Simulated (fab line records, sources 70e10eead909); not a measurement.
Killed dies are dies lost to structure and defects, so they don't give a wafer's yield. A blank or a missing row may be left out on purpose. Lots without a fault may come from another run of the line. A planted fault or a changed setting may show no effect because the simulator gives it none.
Which tool did it? | flow nand_harc | 6 lots, 18 wafers sampled, at 3 steps of a route of 1302

WHAT THE GAUGES READ, wafer by wafer
NHARC_A_ONON_D1_THK_MEAS_18: measures by ellipsometry.
lot  | measured     | on            | thk_nm (nm)
L376 | day 9 11:59  | film_metro-02 | 990 991 989
L380 | day 10 14:38 | film_metro-02 | 1010 700 1009
L390 | day 15 06:06 | film_metro-02 | 996 998 996
L392 | day 15 15:20 | film_metro-01 | 1002 1001 1002
L394 | day 16 10:45 | film_metro-02 | 977 976 975
L397 | day 17 13:13 | film_metro-02 | 991 990 990

WHICH TOOL RAN EACH LOT (tool, then ch and the chambers of the sampled wafers, then the start)
lot  | NHARC_P_BONDPAD_ACTIVATE_29        | NHARC_A_ONON_D1_DEP_16
L376 | rie_diel-09 ch 0,1,3, day 8 00:23  | pecvd_onon-04 ch 0, day 9 11:28
L380 | rie_diel-09 ch 0,1,2, day 9 02:09  | pecvd_onon-01 ch 0, day 10 14:07
L390 | rie_diel-08 ch 1,2, day 13 18:37   | pecvd_onon-01 ch 0, day 15 05:38
L392 | rie_diel-09 ch 1,3, day 14 03:54   | pecvd_onon-01 ch 0, day 15 14:57
L394 | rie_diel-06 ch 0,3, day 14 21:04   | pecvd_onon-04 ch 0, day 16 10:18
L397 | rie_diel-06 ch 1,2,3, day 16 03:38 | pecvd_onon-01 ch 0, day 17 12:46
- NHARC_P_BONDPAD_ACTIVATE_29: chemistry N2, time 60 s.
- NHARC_A_ONON_D1_DEP_16: target thk 1000 nm.

THE ANSWER, worked out from the rows above alone
Rule: what is usual is taken from the lots themselves. Put in order of their means at a reading, lots are off if they are a third of the lots or fewer, leave a main group of 4 or more, and stand apart from it by a gap of 3 or more times the standard deviation of the main group's means; of several such gaps the widest counts. A main group whose means are all the same, to the digits that the tables above print for the reading, isn't used. A lot without any number at a reading at which 4 lots or more have one is off too. The other lots that the step has rows for count as sound.
Off: L380, at NHARC_A_ONON_D1_THK_MEAS_18 (thk_nm). The main group: mean 991 nm, standard deviation 8.6.
A tool fits if, at a process step before that reading, it ran every lot that is off, and no sound lot after the first of them. The gauges at NHARC_A_ONON_D1_THK_MEAS_18 are tried like those tools. None of those tried fits.

WHAT THE SIMULATOR HAD PUT IN
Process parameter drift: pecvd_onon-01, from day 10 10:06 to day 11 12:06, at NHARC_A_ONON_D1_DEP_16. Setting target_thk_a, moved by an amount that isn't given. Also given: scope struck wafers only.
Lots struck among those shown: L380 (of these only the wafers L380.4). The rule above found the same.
